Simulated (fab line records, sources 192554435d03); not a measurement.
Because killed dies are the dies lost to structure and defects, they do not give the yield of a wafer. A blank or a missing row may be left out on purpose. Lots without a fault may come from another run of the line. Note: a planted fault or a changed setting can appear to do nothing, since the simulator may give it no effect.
Split-lot experiment	flow n5 finfet	7 lots, 21 wafers read, on a route of 1938 steps

## SPLIT DETAILS
At N5_BEOL_M7_HM_DEP_02 (deposits TiN, target thk 20 nm), the setting target thk a was moved away from the recipe's 200 angstrom on 5 of the 21 wafers read, by -11.7% to -3.8%. For the rest of the wafers, this setting stayed at what the recipe calls for.

## FROM THE SPLIT TO THE READING: what the file shows between them, 8 steps
- N5_BEOL_M7_COAT_59: time 60 s, resist thk 100 nm
- N5_BEOL_M7_COAT_60: time 60 s, resist thk 35 nm
- N5_BEOL_M7_STRIP_68: strips in N2/H2
- N5_BEOL_M7_STRIP_67: strips in CF4
- N5_BEOL_M7_HM_OPEN_17: chemistry Cl2/BCl3, target TiN, target depth 20 nm, overetch 6 nm
- N5_BEOL_M7_STRIP_19: strips in O2
- N5_BEOL_M7_STRIP_76: strips in C4F6/O2
- N5_BEOL_M7_STRIP_36: strips in N2/H2

## THE READING
TiN_of_BEOL_M7_HM_DEP_02.thk nm (the simulator's own value, which no gauge read), in nm, at N5_BEOL_M7_TRENCH_ETCH_37 (etches SiCOH lowk in C4F6/O2, target depth 93.478 nm, time 31.2 s). There is no usual value for it anywhere in the file. Across the 16 wafers here that went through the recipe, the average is 17.4 nm and the standard deviation 0.22 nm.

wafer	tool, chamber at the split	target thk a as run, angstrom	against the recipe	TiN_of_BEOL_M7_HM_DEP_02.thk nm, nm	against lot-mates on the recipe
L076.2	pvd sputter-02, -	200	recipe	17.4	-
L076.4	pvd sputter-02, -	200	recipe	17.4	-
L076.6	pvd sputter-02, -	200	recipe	17.2	-
L081.2	pvd sputter-01, -	192.4	-3.8%	16.6	-0.5
L081.3	pvd sputter-01, -	200	recipe	17.2	-
L081.5	pvd sputter-01, -	200	recipe	17	-
L083.2	pvd sputter-01, -	200	recipe	17.2	-
L083.5	pvd sputter-01, -	200	recipe	17.2	-
L083.6	pvd sputter-01, -	200	recipe	17.4	-
L084.1	pvd sputter-01, -	176.7	-11.7%	15.2	-2.2
L084.2	pvd sputter-01, -	200	recipe	17.4	-
L084.5	pvd sputter-01, -	200	recipe	17.4	-
L087.1	pvd sputter-02, -	192.4	-3.8%	16.8	-0.7
L087.4	pvd sputter-02, -	200	recipe	17.4	-
L087.6	pvd sputter-02, -	200	recipe	17.6	-
L097.2	pvd sputter-02, -	190.9	-4.5%	16.4	-1.2
L097.6	pvd sputter-02, -	190.9	-4.5%	16.4	-1.2
L097.4	pvd sputter-02, -	200	recipe	17.6	-
L096.1	pvd sputter-03, -	200	recipe	17.8	-
L096.6	pvd sputter-03, -	200	recipe	17.8	-
L096.5	pvd sputter-03, -	200	recipe	17.6	-

THE FIT
A straight line over all 21 wafers: TiN_of_BEOL_M7_HM_DEP_02.thk nm changes by +0.195 nm for each +1% of target thk a; r = +0.94; the points scatter about the line by 0.21 nm.
The same after taking each lot's own level away (the mean of its wafers on the recipe; 21 wafers): +0.198 nm for each +1%; r = +0.97; scatter 0.14 nm.
On that fit, the largest move of target thk a shifts the reading by 2.3 nm.
Measured against the standard deviation above, the lots' own levels, which go from 17.10 to 17.73 nm, span 2.9 times it.
Consequently the slope shifts little with the lot-to-lot level, the two slopes agreeing.
Check: -2.57 nm against its lot-mates is what the line predicts for one of the wafers moved furthest among these (-11.7%) when that wafer is left out of the fit. Against them it came out at -2.2 nm.

## FURTHER SPLITS ON THESE WAFERS
These wafers also went through other splits before the reading. Each is held against what the fit with the lots' levels taken away leaves over:
other split on the same wafers	wafers away from the commonest value	r with TiN_of_BEOL_M7_HM_DEP_02.thk nm (lot level and that fit taken away)
N5_BEOL_M6_EXPOSE_08 dose mj	7	-0.27
N5_BEOL_M7_ILD_DEP_00 time s	10	-0.05

## THE WHOLE CHAIN: every reading that the file lists as answering this split, in the file's order
step	what it does	reading	change (the file's fit)	r (the file's)
N5_BEOL_M7_HM_DEP_02	deposits TiN, target thk 20 nm	TiN_of_BEOL_M7_HM_DEP_02.thk nm (the simulator's own value, which no gauge read)	+0.2 nm for each +1% of the setting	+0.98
N5_BEOL_M7_HM_OPEN_17	chemistry Cl2/BCl3, target TiN, target depth 20 nm, overetch 6 nm	etch.depth nm (the simulator's own value, which no gauge read)	+0.192 nm for each +1% of the setting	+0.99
N5_BEOL_M7_TRENCH_ETCH_37	etches SiCOH lowk in C4F6/O2, target depth 93.478 nm, time 31.2 s	TiN_of_BEOL_M7_HM_DEP_02.thk nm (the simulator's own value, which no gauge read)	+0.192 nm for each +1% of the setting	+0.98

## THE FILE'S OWN FIT
TiN_of_BEOL_M7_HM_DEP_02.thk nm changes by +0.192 nm for each +1% of target thk a, r = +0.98.
